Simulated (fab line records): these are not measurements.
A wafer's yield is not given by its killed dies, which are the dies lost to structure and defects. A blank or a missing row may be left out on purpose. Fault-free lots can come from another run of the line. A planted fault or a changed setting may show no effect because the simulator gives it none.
Chamber matching + flow nand-harc + NHARC_A_M1_CMP_23 on cmp-01: 4 sister chambers
The step polishes, t overpolish 20 s, target thk 154.34 nm. 24 wafers are shown with their chamber, then 12 later ones without.

## WAFERS, EACH WITH ITS CHAMBER
| wafer  | chamber | motor-current-A (A) | time-to-endpoint-s (s) | slurry-filter-dp-kPa (kPa) |
|--------|---------|---------------------|------------------------|----------------------------|
| L075.2 | 2       | 14.3                | 34                     | 13.56                      |
| L075.4 | 3       | 12.1                | 36                     | 13.68                      |
| L075.5 | 3       | 11.0                | 37                     | 13.48                      |
| L074.2 | 1       | 10.4                | 30                     | 13.18                      |
| L074.4 | 3       | 11.8                | 34                     | 13.35                      |
| L074.5 | 2       | 14.6                | 34                     | 13.33                      |
| L077.1 | 3       | 11.4                | 37                     | 13.38                      |
| L077.4 | 1       | 10.4                | 31                     | 13.40                      |
| L077.6 | 1       | 10.5                | 27                     | 13.57                      |
| L078.1 | 0       | 14.1                | 30                     | 13.46                      |
| L078.3 | 1       | 10.6                | 28                     | 13.64                      |
| L078.5 | 3       | 11.5                | 36                     | 13.51                      |
| L079.4 | 3       | 10.8                | 37                     | 13.52                      |
| L079.5 | 2       | 14.5                | 33                     | 13.39                      |
| L079.6 | 1       | 10.7                | 29                     | 13.59                      |
| L081.2 | 3       | 11.4                | 35                     | 13.54                      |
| L081.3 | 0       | 13.8                | 28                     | 13.64                      |
| L081.5 | 3       | 12.0                | 32                     | 13.35                      |
| L086.1 | 0       | 14.6                | 30                     | 13.72                      |
| L086.3 | 2       | 15.3                | 34                     | 13.64                      |
| L086.6 | 2       | 14.6                | 35                     | 13.47                      |
| L089.1 | 2       | 15.0                | 35                     | 13.59                      |
| L089.2 | 3       | 11.4                | 37                     | 13.48                      |
| L089.5 | 3       | 11.3                | 39                     | 13.54                      |

SIGNATURES, as means of the wafers listed above
| reading              | chamber 0 | chamber 1 | chamber 2 | chamber 3 | scatter within a chamber |
|----------------------|-----------|-----------|-----------|-----------|--------------------------|
| motor-current-A      | 14.167    | 10.520    | 14.717    | 11.470    | 0.358                    |
| time-to-endpoint-s   | 29.33     | 29.00     | 34.17     | 36.00     | 1.57                     |
| slurry-filter-dp-kPa | 13.6067   | 13.4760   | 13.4967   | 13.4830   | 0.131                    |
Rule: a wafer's distance from a chamber is the root of the sum, over the readings, of the square of ((its reading less the chamber's mean) divided by the reading's scatter). If the next closest chamber is less than 2 further off than the closest, the wafer can't be placed; otherwise it belongs to the closest. The scatter is the square root of a quotient: the sum, over the shown wafers, of each reading's squared deviation from its chamber's mean, divided by wafers minus chambers.

## WAFERS WITHOUT THEIR CHAMBER
| wafer  | motor-current-A (A) | time-to-endpoint-s (s) | slurry-filter-dp-kPa (kPa) |
|--------|---------------------|------------------------|----------------------------|
| L091.1 | 11.1                | 36                     | 13.49                      |
| L091.2 | 10.3                | 30                     | 13.25                      |
| L091.6 | 10.2                | 31                     | 13.65                      |
| L092.1 | 13.9                | 31                     | 13.57                      |
| L092.3 | 11.1                | 38                     | 13.59                      |
| L092.5 | 13.1                | 28                     | 13.63                      |
| L096.1 | 15.1                | 31                     | 13.33                      |
| L096.3 | 12.0                | 35                     | 13.51                      |
| L096.4 | 13.4                | 27                     | 13.31                      |
| L097.3 | 14.6                | 29                     | 13.49                      |
| L097.4 | 9.9                 | 28                     | 13.54                      |
| L097.6 | 13.8                | 29                     | 13.36                      |

## CHAMBER TAKEN BY EACH
| wafer  | from the rows above     | in truth |
|--------|-------------------------|----------|
| L091.1 | 3                       | 3        |
| L091.2 | 1                       | 1        |
| L091.6 | 1                       | 1        |
| L092.1 | can't be placed: 0 or 2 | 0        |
| L092.3 | 3                       | 3        |
| L092.5 | 0                       | 0        |
| L096.1 | can't be placed: 2 or 0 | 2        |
| L096.3 | 3                       | 3        |
| L096.4 | 0                       | 0        |
| L097.3 | can't be placed: 0 or 2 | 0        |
| L097.4 | 1                       | 1        |
| L097.6 | 0                       | 0        |
Correct placement for 9 of the 12. Cannot be placed on the basis of these rows: 3; the candidates contain the true chamber in 3. Wrongly placed: 0.
